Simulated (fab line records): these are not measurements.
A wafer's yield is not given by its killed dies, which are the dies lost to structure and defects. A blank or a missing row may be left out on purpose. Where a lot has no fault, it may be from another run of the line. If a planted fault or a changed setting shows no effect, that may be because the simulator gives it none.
fab line records	flow n5Finfet
record: lots: 10	wafers: 28	lastDay: 22
route steps=1938 shown BEOL_M0@717 BEOL_M4@1111 PASSIVATION@1936
lots that met no fault: taken from a fault-free run of the same line
startH: hours from the record's first day to the start of the lot's first wafer shown	waitH: hours since the lot's step before	" as in the row above	L1.1+2: a row that stands for several wafers	- no value, or no start given	* or withheld: withheld	< > ~ a bound
route shown NAME@n: NAME is a module with steps in the file, n the number in the route of the first one	usual: mean/standard deviation of fault-free wafers	same: alike in all rows	chamber/n: place in a boat	sites: readings site by site	_std_site: their standard deviation	_edge_site: mean of outer sites minus mean of inner sites	radiusMm: how far each site lies from the wafer's centre	mask NAME#n: copy n	behind: tool/chamber where the wafer was last shaped	hold: why the lot went on hold/how many hours it stayed there/how the hold came to an end	device: whichever transistor did not switch (one of n, p or np)	end of line: the route-end tests of the same wafers	a step given without rows: its recipe and nothing more	killed: at the first sort, the dies lost to defects and structure; wafer yield is something else	map: the dies of a wafer, with x for killed, . for not killed, _ for no die there
set.NAME: the setting that was run; set.NAME@STEP: the one run at that earlier step	model.NAME: the simulator's own value behind a step, which no gauge read
route steps across a sampled set of lots; one table per step, one row per wafer
services: when a tool's chamber went out of use (startH, in hours from the record's first day, below 0 if earlier), for how many hours, and the reason
== steps ==
step: N5_BEOL_M0_STRIP_140
recipe: chemistry: CF4	resist: SiARC	powerW: 300	biasPowerW: 75	pressureMtorr: 50	cf4FlowSccm: 150	rfFrequencyHz: 6e+07
usual: drypumpMotorCurrentA: 5.6/0.39	oesProductAu: 0.78/0.1	rfVppV: 271.3/1.9	showerheadPlenumPTorr: 1.80/0.067	throttleValvePct: 13.66/0.18
lot.wafer	tool	chamber	startH	waitH	drypumpMotorCurrentA	oesProductAu	rfHoursCounterH	rfVppV	showerheadPlenumPTorr	throttleValvePct
L313.1	rieDiel-04	2	126.57	0.2	5.1	0.71	190	268.9	1.78	13.70
L313.3	"	3	"	"	5.1	0.71	213	269.8	1.85	13.78
L313.5	"	1	"	"	5.6	0.93	-	270.7	1.76	13.56
L315.4	rieDiel-04	3	131.60	0.3	5.1	0.71	216	273.2	1.85	13.79
L315.5	"	2	"	"	5.1	0.71	-	270.6	1.78	13.71
L315.6	"	1	"	"	5.6	0.92	-	269.1	1.75	13.58
L319.3	rieDiel-02	2	151.01	0.2	5.6	0.80	87	272.7	1.88	13.59
L319.4	"	1	"	"	5.8	0.75	-	272.0	1.86	13.59
L319.5	"	2	"	"	5.7	0.80	-	274.0	1.88	13.59
L320.1	rieDiel-04	1	154.99	0.1	5.6	0.91	30	269.8	1.75	13.58
L320.2	"	0	"	"	6.1	0.67	249	271.3	1.71	13.94
L320.4	"	2	"	"	5.1	0.70	200	269.2	1.78	13.73
L321.1	rieDiel-02	1	165.49	0.1	5.8	0.74	161	270.4	1.86	13.60
L321.3	"	0	"	"	5.6	0.71	187	270.8	1.72	13.57
L321.6	"	0	"	"	5.6	0.72	-	268.0	1.72	13.59
L323.4	rieDiel-04	2	177.98	0.1	5.2	0.70	212	270.1	1.78	13.77
L323.5	"	2	"	"	5.2	0.70	-	269.9	1.78	13.79
L323.6	"	3	"	"	5.1	0.69	-	272.3	1.84	13.84
L333.2	rieDiel-04	0	230.10	0.1	6.1	0.91	22	274.0	1.91	13.40
L333.6	"	0	"	"	6.1	0.90	-	274.8	1.91	13.40
L332.4	rieDiel-02	0	233.49	0.1	5.6	0.70	210	269.5	1.71	13.62
L332.6	"	3	"	"	5.6	0.75	-	270.0	1.72	13.78
L335.3	rieDiel-04	0	251.84	0.2	6.1	0.90	29	272.8	1.91	13.42
L335.4	"	1	"	"	5.6	0.85	69	268.5	1.74	13.65
L335.6	"	0	"	"	6.1	0.88	-	276.8	1.91	13.43
L336.3	rieDiel-04	2	256.88	0.1	5.2	0.67	240	271.2	1.77	13.84
L336.4	"	1	"	"	5.6	0.84	70	268.8	1.74	13.68
L336.5	"	3	"	"	5.1	0.95	-	272.7	1.83	13.33
step: N5_BEOL_M0_STRIP_104
recipe: chemistry: N2/H2	powerW: 450	tempC: 40	pressureMtorr: 20	rfFrequencyHz: 6e+07	overashFraction: 0.3	biasPowerW: 7	h2Frac: 0.5	n2FlowSccm: 200	h2FlowSccm: 200
usual: drypumpMotorCurrentA: 5.6/0.4	n2FlowSccm: 200.0/0.65	oesProductAu: 0.79/0.11	rfVppV: 59.4/1.6	showerheadPlenumPTorr: 2.55/0.1	throttleValvePct: 23.74/0.18
lot.wafer	tool	chamber	startH	waitH	drypumpMotorCurrentA	n2FlowSccm	oesProductAu	rfHoursCounterH	rfVppV	showerheadPlenumPTorr	throttleValvePct
L313.1	rieDiel-04	2	126.59	0.0	5.2	200.5	0.72	190	59.2	2.51	23.52
L313.3	"	3	"	"	5.2	200.1	0.71	213	58.6	2.61	24.00
L313.5	"	1	"	"	5.6	200.7	0.95	-	62.5	2.49	23.81
L315.4	rieDiel-04	3	131.62	0.0	5.1	200.6	0.72	216	59.9	2.61	24.02
L315.5	"	2	"	"	5.1	201.2	0.72	-	56.7	2.51	23.50
L315.6	"	1	"	"	5.5	200.6	0.93	-	57.9	2.49	23.82
L319.3	rieDiel-02	2	151.03	0.0	5.6	201.1	0.82	87	59.4	2.68	23.98
L319.4	"	1	"	"	5.8	199.8	0.75	-	59.8	2.64	23.57
L319.5	"	2	"	"	5.6	200.5	0.82	-	59.2	2.68	23.96
L320.1	rieDiel-04	1	155.01	0.0	5.6	200.3	0.93	30	55.5	2.48	23.82
L320.2	"	0	"	"	6.1	200.0	0.69	249	58.5	2.40	23.83
L320.4	"	2	"	"	5.2	200.4	0.72	200	60.4	2.51	23.51
L321.1	rieDiel-02	1	165.51	0.0	5.7	200.9	0.74	161	58.3	2.64	23.59
L321.3	"	0	"	"	5.6	198.6	0.71	187	57.5	2.42	23.47
L321.6	"	0	"	"	5.6	201.0	0.72	-	58.9	2.42	23.48
L323.4	rieDiel-04	2	178.00	0.0	5.2	199.8	0.69	212	61.3	2.50	23.51
L323.5	"	2	"	"	5.2	199.2	0.71	-	60.4	2.50	23.50
L323.6	"	3	"	"	5.1	200.1	0.71	-	60.0	2.60	24.01
L333.2	rieDiel-04	0	230.12	0.0	6.1	201.4	0.92	22	61.3	2.71	23.57
L333.6	"	0	"	"	6.1	200.6	0.95	-	59.3	2.71	23.59
L332.4	rieDiel-02	0	233.51	0.0	5.6	201.6	0.69	210	58.7	2.41	23.49
L332.6	"	3	"	"	5.6	199.0	0.77	-	58.7	2.43	23.85
L335.3	rieDiel-04	0	251.86	0.0	6.1	199.3	0.91	29	60.5	2.71	23.59
L335.4	"	1	"	"	5.6	200.6	0.85	69	57.1	2.47	23.86
L335.6	"	0	"	"	6.1	199.1	0.92	-	59.0	2.71	23.59
L336.3	rieDiel-04	2	256.90	0.0	5.2	199.8	0.68	240	56.7	2.49	23.55
L336.4	"	1	"	"	5.6	199.2	0.85	70	61.4	2.47	23.88
L336.5	"	3	"	"	5.1	200.9	0.99	-	58.8	2.59	23.75
step: N5_BEOL_M0_ALD_136
recipe: material: TaN	targetThkA: *	tempC: 275	aldPrecursorFamily: PDMAT	aldCoReactant: NH3	pressureTorr: 3	carrierFlowSccm: 1500	pulseTimeS: 2	purgeTimeS: 3	coReactantPurgeTimeS: 2	coReactantPulseTimeS: 3	aldCycles: 30	precursorVesselTempC: 75	precursorVesselPressureTorr: 26.25	precursorVesselCarrierSccm: 1000
usual: aldCycles: 30/0	chamberPressureTorr: 3.000/0.0055	heaterPowerW: 390/37
same: coReactantPulseTimeS: 3
lot.wafer	tool	chamber	startH	waitH	aldCycles	chamberPressureTorr	heaterPowerW
L313.1	aldMetal-03	2	128.20	0.0	30	2.999	422
L313.3	"	0	"	"	30	2.995	376
L313.5	"	2	"	"	30	2.994	423
L315.4	aldMetal-04	2	132.67	0.1	30	3.006	397
L315.5	"	3	"	"	30	3.008	449
L315.6	"	0	"	"	30	3.011	411
L319.3	aldMetal-01	2	154.56	0.2	30	3.013	374
L319.4	"	3	"	"	30	3.001	351
L319.5	"	0	"	"	30	2.998	355
L320.1	aldMetal-01	2	156.65	0.3	30	2.988	375
L320.2	"	3	"	"	30	3.006	352
L320.4	"	0	"	"	30	3.007	365
L321.1	aldMetal-01	1	166.26	0.0	30	3.006	396
L321.3	"	2	"	"	30	3.005	373
L321.6	"	2	"	"	30	3.007	367
L323.4	aldMetal-03	0	179.20	0.0	30	3.005	377
L323.5	"	3	"	"	30	3.003	433
L323.6	"	2	"	"	30	3.010	425
L333.2	aldMetal-03	3	230.98	0.0	30	3.000	436
L333.6	"	3	"	"	25	2.987	434
L332.4	aldMetal-03	3	234.39	0.0	25	3.009	433
L332.6	"	1	"	"	25	2.989	329
L335.3	aldMetal-01	1	252.61	0.0	30	2.998	395
L335.4	"	3	"	"	30	2.998	349
L335.6	"	3	"	"	30	2.998	345
L336.3	aldMetal-01	1	257.92	0.0	30	3.001	394
L336.4	"	3	"	"	30	2.999	348
L336.5	"	0	"	"	30	3.000	360
step: N5_BEOL_M0_ANNEAL_133
recipe: tempC: 400	timeS: 60	ambient: vacuum
usual: heaterPowerW: 803/75
lot.wafer	tool	chamber	startH	waitH	heaterPowerW
L313.1	pvdSputter-01	-	128.82	0.0	839
L313.3	"	-	"	"	830
L313.5	"	-	"	"	835
L315.4	pvdSputter-02	-	133.75	0.0	781
L315.5	"	-	"	"	773
L315.6	"	-	"	"	914
L319.3	pvdSputter-02	-	155.38	0.0	724
L319.4	"	-	"	"	915
L319.5	"	-	"	"	879
L320.1	pvdSputter-02	-	158.70	0.0	882
L320.2	"	-	"	"	752
L320.4	"	-	"	"	785
L321.1	pvdSputter-01	-	170.17	0.0	835
L321.3	"	-	"	"	731
L321.6	"	-	"	"	801
L323.4	pvdSputter-03	-	180.29	0.0	711
L323.5	"	-	"	"	880
L323.6	"	-	"	"	915
L333.2	pvdSputter-01	-	231.57	0.0	831
L333.6	"	-	"	"	839
L332.4	pvdSputter-02	-	234.98	0.0	856
L332.6	"	-	"	"	856
L335.3	pvdSputter-01	-	253.20	0.0	818
L335.4	"	-	"	"	724
L335.6	"	-	"	"	812
L336.3	pvdSputter-02	-	258.56	0.0	728
L336.4	"	-	"	"	923
L336.5	"	-	"	"	763
step: N5_BEOL_M4_RC_MEAS_101
usual: DIBL_N: 36.3/1.1	DIBL_P: 36.3/1.4	IOFF_N: 0.155/0.019	IOFF_P: 0.211/0.027	ION_N: 672/8.5	ION_P: 462/5.8	SS_N: 71.5/0.56	SS_P: 73.3/0.52	VT_N: 249.9/2.5	VT_P: -249.8/2.8
lot.wafer	tool	chamber	startH	waitH	DIBL_N[mV/V]	DIBL_P[mV/V]	IOFF_N[nA/um]	IOFF_P[nA/um]	ION_N[uA/um]	ION_P[uA/um]	SS_N[mV/dec]	SS_P[mV/dec]	VT_N[mV]	VT_P[mV]
L313.1	prober-01	0	196.11	0.0	39.0	37.5	0.173	0.234	668	458	72.5	74.6	250.1	-247.6
L313.3	"	0	"	"	36.3	36.0	0.139	0.203	675	463	70.9	73.4	250.3	-250.4
L313.5	"	0	"	"	36.8	35.1	0.135	0.192	670	453	72.2	73.6	253.8	-255.3
L315.4	prober-01	0	228.86	0.5	35.6	36.9	0.152	0.178	669	451	71.1	73.6	248.7	-253.7
L315.5	"	0	"	"	34.9	35.4	0.134	0.170	670	456	71.3	73.3	249.2	-252.4
L315.6	"	0	"	"	35.7	35.9	0.153	0.178	671	455	72.0	73.3	251.5	-253.4
L319.3	prober-01	0	257.20	0.3	38.0	36.8	0.165	0.207	667	454	71.7	73.4	248.1	-253.2
L319.4	"	0	"	"	37.0	36.1	0.151	0.196	676	456	70.8	72.4	249.1	-252.9
L319.5	"	0	"	"	37.8	36.5	0.166	0.200	680	455	71.3	73.5	249.3	-253.1
L320.1	prober-02	0	289.57	0.0	36.7	37.0	0.177	0.217	689	466	71.6	74.0	250.4	-248.3
L320.2	"	0	"	"	37.7	37.7	0.182	0.223	677	459	72.3	73.2	245.9	-247.1
L320.4	"	0	"	"	36.1	34.9	0.156	0.183	670	456	71.0	73.2	249.7	-251.6
L323.4	prober-02	0	322.57	0.5	36.8	35.7	0.137	0.201	677	467	70.4	72.5	250.5	-250.7
L323.5	"	0	"	"	37.9	37.1	0.163	0.222	675	468	71.6	73.2	249.0	-246.1
L323.6	"	0	"	"	37.7	37.4	0.156	0.216	672	461	71.7	74.0	248.3	-251.8
L336.3	prober-02	0	364.69	0.3	37.2	36.6	0.171	0.241	678	467	72.2	73.7	251.6	-246.2
L336.4	"	0	"	"	38.7	36.8	0.196	0.250	671	461	72.8	73.2	246.3	-246.9
L336.5	"	0	"	"	37.2	35.6	0.161	0.223	674	464	71.9	73.3	247.5	-249.5
L333.2	prober-02	0	390.21	0.2	37.2	37.6	0.175	0.237	686	467	71.5	73.8	245.8	-248.3
L333.6	"	0	"	"	37.1	37.2	0.171	0.236	677	471	71.1	73.1	246.3	-247.0
L332.4	prober-02	0	391.80	0.5	37.0	37.5	0.168	0.219	684	468	70.9	72.6	249.9	-248.5
L332.6	"	0	"	"	34.5	34.1	0.123	0.172	663	464	70.9	72.8	253.5	-252.7
L321.1	prober-02	0	399.64	0.0	35.6	35.6	0.134	0.184	670	460	71.4	73.3	250.1	-253.3
L321.3	"	0	"	"	35.7	36.2	0.138	0.190	664	463	71.3	72.7	251.8	-253.4
L321.6	"	0	"	"	36.2	36.6	0.144	0.195	668	461	71.4	73.2	250.7	-251.7
L335.3	prober-01	0	401.12	0.3	35.6	35.2	0.158	0.210	682	464	72.1	73.3	248.2	-248.4
L335.4	"	0	"	"	36.3	34.7	0.159	0.200	666	459	72.0	73.4	249.2	-250.9
L335.6	"	0	"	"	36.0	35.2	0.158	0.205	675	458	71.3	73.0	249.8	-249.2
step: N5_PASSIVATION_PROBE_49
usual: defectLimitedYield: 91.4/1.2	killed_at_M0_to_M3: 34/10	killed_at_M4_up: 14/5.1	killedAtContacts: 12/6.4	killedAtFrontEnd: 38/9.3	killedAtOther: 4/3	killedDies: 102/15	killedOpen: 67/12	killedShort: 33/6.9	sort_bin_5_function: 5.0/0.86	sort_bin_6_memory: 3.2/0.58	sortNPass: 1078/15	sortYieldPct: 91.4/1.2
same: grossDies: 1180	killedAtBackSide: 0	sort_bin_4_leakage[%]: 0	sort_bin_8_speed[%]: 0
lot.wafer	tool	chamber	startH	waitH	defectLimitedYield[%]	killed_at_M0_to_M3	killed_at_M4_up	killedAtContacts	killedAtFrontEnd	killedAtOther	killedDies	killedOpen	killedShort	sort_bin_5_function[%]	sort_bin_6_memory[%]	sortNPass	sortYieldPct[%]
L313.1	prober-01	-	292.86	0.0	92.3	35	10	9	37	0	91	65	25	4.5	3.1	1089	92.3
L313.3	prober-01	-	292.96	0.1	90.0	57	15	8	38	0	118	83	34	5.9	3.7	1062	90.0
L313.5	prober-01	-	293.06	0.2	90.8	48	14	21	23	2	108	77	30	4.9	3.8	1072	90.8
L319.4	prober-01	-	358.46	0.2	93.6	32	10	6	25	3	76	43	32	3.5	2.5	1104	93.6
L320.1	prober-01	-	388.53	0.0	91.6	29	13	21	32	4	99	71	27	5.3	2.8	1081	91.6
L320.2	prober-01	-	388.58	0.1	92.3	28	9	21	30	3	91	63	25	4.8	2.8	1089	92.3
L320.4	prober-01	-	388.68	0.2	90.8	38	7	31	30	2	108	75	32	4.7	4.1	1072	90.8
L333.2	prober-01	-	509.00	0.1	90.6	34	4	19	50	4	111	82	28	5.8	3.5	1069	90.6
L321.1	prober-01	-	517.10	0.0	91.4	26	21	16	35	3	101	61	36	4.7	3.1	1079	91.4
L321.3	prober-01	-	517.20	0.1	93.1	22	11	8	39	2	82	57	24	3.9	2.7	1098	93.1
L321.6	prober-01	-	517.35	0.3	93.5	18	9	9	35	6	77	53	24	4.1	2.4	1103	93.5
killed by level:class
L313.1 STI_FIN_REVEAL:geometricParticle:open=17 MOL_CONTACT_COAG:geometricParticle:open=8 BEOL_M4:geometricParticle:open=7 BEOL_M0_SAQP:geometricParticle:short=6 BEOL_M2:geometricParticle:open=6 BEOL_M1:geometricParticle:open=5 BEOL_M3:geometricParticle:open=4 ILD0:geometricParticle:short=4
L313.3 BEOL_M0_SAQP:geometricParticle:open=11 BEOL_M2:geometricParticle:open=11 STI_FIN_REVEAL:geometricParticle:open=10 FIN_SAQP:geometricParticle:open=9 BEOL_M3:geometricParticle:open=8 BEOL_M0_SAQP:geometricParticle:short=7 BEOL_M1:geometricParticle:open=7 MOL_CONTACT_COAG:geometricParticle:open=6
L313.5 MOL_CONTACT_COAG:geometricParticle:open=17 BEOL_M2:geometricParticle:open=10 BEOL_M3:geometricParticle:open=10 FIN_SAQP:geometricParticle:open=7 BEOL_M1:geometricParticle:open=5 BEOL_M3:geometricParticle:short=5 BEOL_M4:geometricParticle:open=5 BEOL_M0_SAQP:geometricParticle:open=4
L319.4 BEOL_M0_SAQP:geometricParticle:short=8 BEOL_M0_SAQP:geometricParticle:open=8 MOL_CONTACT_COAG:geometricParticle:open=6 FIN_SAQP:geometricParticle:open=5 BEOL_M3:geometricParticle:short=5 BEOL_M3:geometricParticle:open=5 BEOL_M4:geometricParticle:open=4 FIN_SAQP:geometricParticle:short=3
L320.1 MOL_CONTACT_COAG:geometricParticle:open=17 FIN_SAQP:geometricParticle:open=11 BEOL_M0_SAQP:geometricParticle:open=11 BEOL_M0_SAQP:geometricParticle:short=7 BEOL_M4:geometricParticle:open=7 STARTING-WAFER:geometricParticle:open=7 GATE_CUT:geometricParticle:short=6 BEOL_M1:geometricParticle:open=5
L320.2 MOL_CONTACT_COAG:geometricParticle:open=16 BEOL_M1:geometricParticle:open=7 BEOL_M2:geometricParticle:open=7 DUMMY_GATE:geometricParticle:open=6 BEOL_M0_SAQP:geometricParticle:short=5 STI_FIN_REVEAL:geometricParticle:open=5 GATE_CUT:geometricParticle:short=5 MOL_CONTACT_COAG:geometricParticle:short=5
L320.4 MOL_CONTACT_COAG:geometricParticle:open=26 BEOL_M0_SAQP:geometricParticle:short=11 BEOL_M0_SAQP:geometricParticle:open=10 BEOL_M2:geometricParticle:open=8 GATE_CUT:geometricParticle:open=6 STI_FIN_REVEAL:geometricParticle:open=5 MOL_CONTACT_COAG:geometricParticle:short=5 FIN_SAQP:geometricParticle:short=4
L333.2 STI_FIN_REVEAL:geometricParticle:open=20 MOL_CONTACT_COAG:geometricParticle:open=15 BEOL_M2:geometricParticle:open=10 BEOL_M0_SAQP:geometricParticle:open=9 DUMMY_GATE:geometricParticle:open=6 FIN_SAQP:geometricParticle:short=5 BEOL_M0_SAQP:geometricParticle:short=5 ILD0:geometricParticle:short=4
L321.1 BEOL_M4:geometricParticle:open=12 MOL_CONTACT_COAG:geometricParticle:open=10 STI_FIN_REVEAL:geometricParticle:open=8 GATE_CUT:geometricParticle:short=7 FIN_SAQP:geometricParticle:short=6 MOL_CONTACT_COAG:geometricParticle:short=6 BEOL_M0_SAQP:geometricParticle:short=6 BEOL_M2:geometricParticle:open=5
L321.3 BEOL_M2:geometricParticle:open=11 STI_FIN_REVEAL:geometricParticle:open=10 FIN_SAQP:geometricParticle:open=9 FIN_SAQP:geometricParticle:short=7 MOL_CONTACT_COAG:geometricParticle:open=7 BEOL_M0_SAQP:geometricParticle:open=3 BEOL_M0_SAQP:geometricParticle:short=3 BEOL_M2:geometricParticle:short=3
L321.6 STI_FIN_REVEAL:geometricParticle:open=10 MOL_CONTACT_COAG:geometricParticle:open=8 FIN_SAQP:geometricParticle:short=7 FIN_SAQP:geometricParticle:open=5 BEOL_M2:geometricParticle:open=5 GATE_CUT:geometricParticle:short=4 BEOL_M0_SAQP:geometricParticle:open=4 DUMMY_GATE:geometricParticle:open=3
== services ==
tool	chamber	startH	hours	kind
pvdSputter-02	-	106.49	1.0	repair
pvdSputter-03	-	118.46	0.5	repair
aldMetal-03	-	126.01	0.7	repair
pvdSputter-01	-	138.92	4.7	repair
aldMetal-03	-	156.17	2.8	pm
rieDiel-04	0	157.01	-	clean
rieDiel-04	0	157.01	-	consumableReplace:focusRing
rieDiel-04	0	157.01	-	consumableReplace:showerhead
rieDiel-04	0	157.01	20.0	scheduledDown
rieDiel-04	0	157.01	20.0	ventCycle
aldMetal-01	2	159.40	2.7	repair
pvdSputter-02	-	163.68	5.1	repair
aldMetal-04	-	182.57	0.7	repair
aldMetal-04	-	199.21	0.8	repair
aldMetal-04	1	202.89	31.0	repair
aldMetal-03	2	205.95	7.6	repair
rieDiel-04	3	212.32	-	clean
rieDiel-04	3	212.32	-	consumableReplace:focusRing
rieDiel-04	3	212.32	13.7	scheduledDown
rieDiel-04	3	212.32	13.7	ventCycle
aldMetal-04	3	227.39	35.0	repair
rieDiel-02	-	238.40	0.2	repair
rieDiel-02	0	251.28	2.0	repair
== key ==
firstSign: step: N5_BEOL_M0_ALD_136	reading: aldCycles	direction: down	sigmas: 99+	usual: *	struck: *
effect none on later readings
metAt N5_BEOL_M0_ALD_136
struckLots L332,L333
struckWafers L332.4,L332.6,L333.6
notActingAt N5_BEOL_M0_STRIP_140,N5_BEOL_M0_STRIP_104,N5_BEOL_M0_ANNEAL_133
onsetBetween 179.20 230.98
fault: kind: processParameterDrift	tool: aldMetal-03	chamber: -	onsetH: 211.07	steps: N5_BEOL_M0_ALD_136	channel: aldCycles	offset: *	shape: step	endH: 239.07	scope: struckWafersOnly	actsIn: *	stated: *
